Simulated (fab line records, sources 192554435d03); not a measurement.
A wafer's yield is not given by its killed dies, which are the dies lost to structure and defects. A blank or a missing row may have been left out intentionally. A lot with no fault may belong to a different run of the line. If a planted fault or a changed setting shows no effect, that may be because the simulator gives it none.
Chamber matching + flow n5Finfet + 3 sister chambers for N5_BEOL_M3_ILD_DEP_00 on pecvd-01
The step deposits SiOC from DEMS/O2, target thk 79 nm, time 15.3 s. 6 wafers are shown with their chamber, then 12 later ones without.

== WAFERS WITH THEIR CHAMBER ==
| wafer  | chamber | throttleValvePct (%) | heaterPowerW (W) |
|--------|---------|----------------------|------------------|
| L088.2 | 0       | 11.5                 | 372              |
| L087.1 | 1       | 12.9                 | 371              |
| L087.5 | 0       | 11.4                 | 425              |
| L089.1 | 2       | 12.7                 | 374              |
| L089.2 | 1       | 12.8                 | 417              |
| L089.5 | 2       | 12.3                 | 370              |

== WAFERS WITH NO CHAMBER GIVEN ==
| wafer  | throttleValvePct (%) | heaterPowerW (W) |
|--------|----------------------|------------------|
| L091.3 | 11.1                 | 370              |
| L091.4 | 11.2                 | 370              |
| L091.5 | 12.9                 | 360              |
| L094.1 | 11.3                 | 371              |
| L094.2 | 12.7                 | 373              |
| L094.4 | 11.4                 | 377              |
| L095.2 | 11.5                 | 389              |
| L095.5 | 12.8                 | 432              |
| L095.6 | 11.5                 | 393              |
| L097.2 | 11.5                 | 373              |
| L097.4 | 11.7                 | 378              |
| L097.6 | 12.6                 | 353              |

== THE CHAMBER EACH PASSED THROUGH ==
| wafer  | from the rows above     | in truth |
|--------|-------------------------|----------|
| L091.3 | 0                       | 0        |
| L091.4 | 0                       | 0        |
| L091.5 | can't be placed: 1 or 2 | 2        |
| L094.1 | 0                       | 0        |
| L094.2 | can't be placed: 1 or 2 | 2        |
| L094.4 | 0                       | 0        |
| L095.2 | 0                       | 0        |
| L095.5 | can't be placed: 1 or 2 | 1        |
| L095.6 | 0                       | 0        |
| L097.2 | 0                       | 0        |
| L097.4 | 0                       | 0        |
| L097.6 | can't be placed: 2 or 1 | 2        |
Placed correctly: 8 of 12. From these rows, 4 cannot be placed; in 4 the true chamber is one of the candidates. Number placed wrongly: 0.
How it was worked out, from the rows above alone: a wafer's distance from a chamber is the root of the sum, over the readings, of the square of ((its reading less the chamber's mean) divided by the reading's scatter). If the next closest chamber is less than 2 further off than the closest, the wafer can't be placed; otherwise it belongs to the closest. The mean given for a chamber averages the wafers shown for that chamber. How the scatter is found: for the shown wafers, subtract from each reading the mean of its chamber, square and add these, divide the total by (wafers less chambers), then take the root.
